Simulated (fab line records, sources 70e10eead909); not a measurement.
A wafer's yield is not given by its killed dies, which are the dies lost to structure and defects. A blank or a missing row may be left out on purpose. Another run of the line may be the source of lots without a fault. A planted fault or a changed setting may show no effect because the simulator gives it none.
A struck lot beside a sound one -- flow nand harc -- 15 steps out of a route of 1302
Sound: the wafers L639.2, L639.4, L639.5. Wafers struck: L645.1, L645.2, L645.3. The cause comes at the end.
Each step with rows lists, per side, the tool, then ch with its chambers, then its first start. Under that, the readings that differ: sound wafers -- struck wafers -- difference of the means -- sigmas: that difference in standard deviations of wafers without a fault.
alike: readings with means less than 2 such deviations apart, plus words and numbers identical on both sides. not compared: withheld readings, readings lacking a value on some wafer, bounds such as >300 that could conceal the same value, and numbers that have no deviation in the record and whose values overlap.
The two part at a step that has a row with sigmas, a row that says differs or no value, or rows on one side only. Numbers that don't overlap but have no deviation are shown without sigmas and don't part them. A reading missing from all wafers of one side parts the sides only when that side holds two or more wafers.

NHARC_P_GATE_CD_MEAS_59: the cd target is 720 nm.
  sound on cd sem-03 ch 0, day 8 11:41; struck on cd sem-02 ch 0, day 11 00:22
  alike: cd nm
then, 1 step without rows for these wafers: NHARC_P_GATE_HARDBAKE_60 (time 80 s).
NHARC_P_GATE_DESCUM_61: chemistry O2, time 3 s.
  sound on rie diel-07 ch 0,1,2, day 8 11:51; struck on rie diel-09 ch 0,2,3, day 11 00:31
  alike: chamber pressure mTorr, drypump motor current A, oes product au, rf vpp V, showerhead plenum p Torr, throttle valve pct
  not compared: rf hours counter h
following that, these wafers have no rows for 1 step: NHARC_P_GATE_IMPLANT_62.
NHARC_P_GATE_STRIP_112: strips in N2/H2, time 200 s.
  sound on plasma asher-02 ch 0,1, day 8 12:12; struck on plasma asher-01 ch 0,1, day 11 00:53
  alike: drypump motor current A, heater power w
  not compared: rf hours counter h
NHARC_P_GATE_STRIP_76: strips in O2.
  sound on plasma asher-02 ch 0,1, day 8 12:28; struck on plasma asher-01 ch 0,1, day 11 01:09
  alike: drypump motor current A, heater power w
  not compared: rf hours counter h
then, 6 steps without rows for these wafers: NHARC_P_GATE_STRIP_63 (strips in SPM, time 900 s); NHARC_P_GATE_DEHYDRATE_83 (time 120 s); NHARC_P_GATE_HMDS_84 (time 30 s); NHARC_P_GATE_COAT_85; NHARC_P_GATE_SOFTBAKE_86 (time 95 s); NHARC_P_GATE_EBR_87.
NHARC_P_GATE_EXPOSE_88: exposes mask P HVN, target cd 2000 nm.
  sound on krf scanner-03 ch 0, day 8 13:14; struck on krf scanner-04 ch 0, day 11 01:55
reading,sound,struck,difference,sigmas
model.P_GATE.overlay x nm (nm),0.00582 0.00582 0.00582,-141.4 -141.4 -141.4,-141.4,
  alike: mask
then, 2 steps without rows for these wafers: NHARC_P_GATE_PEB_89 (peb time 85 s); NHARC_END_SORT_01.

## WHERE THEY PART
Nowhere in this record.

WHY: whatever the simulator had introduced
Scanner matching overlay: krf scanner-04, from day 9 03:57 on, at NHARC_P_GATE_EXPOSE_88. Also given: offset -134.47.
